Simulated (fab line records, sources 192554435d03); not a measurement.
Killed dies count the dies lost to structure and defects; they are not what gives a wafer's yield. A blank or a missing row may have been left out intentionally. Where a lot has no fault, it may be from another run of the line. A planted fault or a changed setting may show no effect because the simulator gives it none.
What tool caused it? -- flow n5-finfet -- 30 wafers sampled from 10 lots at 1 step of a route of 1938

WHAT THE GAUGES READ, wafer by wafer
N5_BEOL_M15_RS_MEAS_54: the measuring method here is four-point-probe. Usual: M15_RS typically reads 0.0218 ohm/sq, with standard deviation 0.00046.
lot,measured,on,M15_RS (ohm/sq),flag
L989,day 13 09:47,film-metro-02,0.0220 0.0216 0.0222,
L993,day 14 11:52,film-metro-01,0.0216 0.0212 0.0212,
L996,day 15 21:44,film-metro-02,0.0215 0.0217 0.0224,
L100,day 16 03:26,film-metro-01,0.0212 0.0218 0.0216,
L102,day 17 08:40,film-metro-02,0.0218 0.0224 0.0225,
L107,day 17 19:44,film-metro-02,0.0224 0.0220 0.0224,
L106,day 18 05:00,film-metro-02,0.0230 0.0223 0.0223,
L108,day 18 15:14,film-metro-01,0.0222 0.0221 0.0229,
L109,day 18 21:21,film-metro-02,0.0218 0.0219 0.0207,
L111,day 19 04:00,film-metro-02,0.0217 0.0218 0.0218,

EACH LOT AND THE TOOL THAT RAN IT (in order: tool; ch and the chambers of the sampled wafers; start)
Before these readings, the record contains no process step.

WHAT THE TOOLS THEMSELVES READ (means of the sampled wafers that have a number; where no wafer has one, the mark that the record gives instead)
The record holds no such reading with a usual standard deviation.

THE ANSWER, worked out from the rows above alone
Rule: a lot counts as off when the mean over its wafers that have a number is more than 3 standard deviations away from the usual mean. Also off: a lot with no number at a reading for which 4 or more lots have one. Any other lot the step has rows for is counted as sound. The gauges are gone through in route order, then the tools' own readings, and for those a lot's mean is taken as printed above. At the first step where some lot is off, the reading lying furthest off is the one used; lots without a number count as furthest.
Across all readings shown, no lot is off: no conclusion can be drawn from this.

WHAT HAD BEEN PUT IN BY THE SIMULATOR
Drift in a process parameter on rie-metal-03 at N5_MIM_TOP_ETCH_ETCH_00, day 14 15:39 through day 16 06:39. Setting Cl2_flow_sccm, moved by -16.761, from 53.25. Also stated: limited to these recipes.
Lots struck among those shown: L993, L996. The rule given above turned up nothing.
